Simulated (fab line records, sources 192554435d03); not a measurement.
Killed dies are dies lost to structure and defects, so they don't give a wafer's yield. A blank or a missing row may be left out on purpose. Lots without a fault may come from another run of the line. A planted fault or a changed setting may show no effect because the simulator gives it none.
Chamber matching | flow n5_finfet | N5_BEOL_M1_PECVD_72 on pecvd-04: 3 sister chambers
The step deposits SiO2 from TEOS/O2, target thk 16 nm, time 18 s. 3 wafers are shown with their chamber, then 11 later ones without.

WAFERS WITH THEIR CHAMBER
wafer  | chamber | throttle_valve_pct (%)
L089.4 | 2       | 22.5
L089.6 | 0       | 23.1
L090.1 | 1       | 24.3

WAFERS WITHOUT THEIR CHAMBER
wafer  | throttle_valve_pct (%)
L090.2 | 23.1
L090.5 | 22.9
L092.1 | 22.9
L092.2 | 23.1
L092.3 | 23.8
L092.4 | 22.5
L092.5 | 23.0
L092.6 | 24.2
L094.1 | 22.7
L094.2 | 23.2
L094.3 | 24.2

WHICH CHAMBER EACH WENT THROUGH
wafer  | from the rows above     | in truth
L090.2 | 0                       | 0
L090.5 | can't be placed: 0 or 2 | 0
L092.1 | can't be placed: 0 or 2 | 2
L092.2 | 0                       | 0
L092.3 | can't be placed: 1 or 0 | 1
L092.4 | 2                       | 2
L092.5 | 0                       | 0
L092.6 | 1                       | 1
L094.1 | can't be placed: 2 or 0 | 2
L094.2 | 0                       | 0
L094.3 | 1                       | 1
Placed correctly: 7 of 11. Can't be placed from these rows: 4 (the true chamber is among the candidates in 4). Placed wrongly: 0.
How it was worked out, from the rows above alone: a wafer's distance from a chamber is the root of the sum, over the readings, of the square of ((its reading less the chamber's mean) divided by the reading's scatter). The wafer belongs to the nearest chamber; if the next one is less than 2 further off, it can't be placed. A chamber's mean is the mean of its shown wafers. The scatter: with one shown wafer a chamber, the root of the mean of the squares of how far each hidden wafer lies from its nearest shown one.
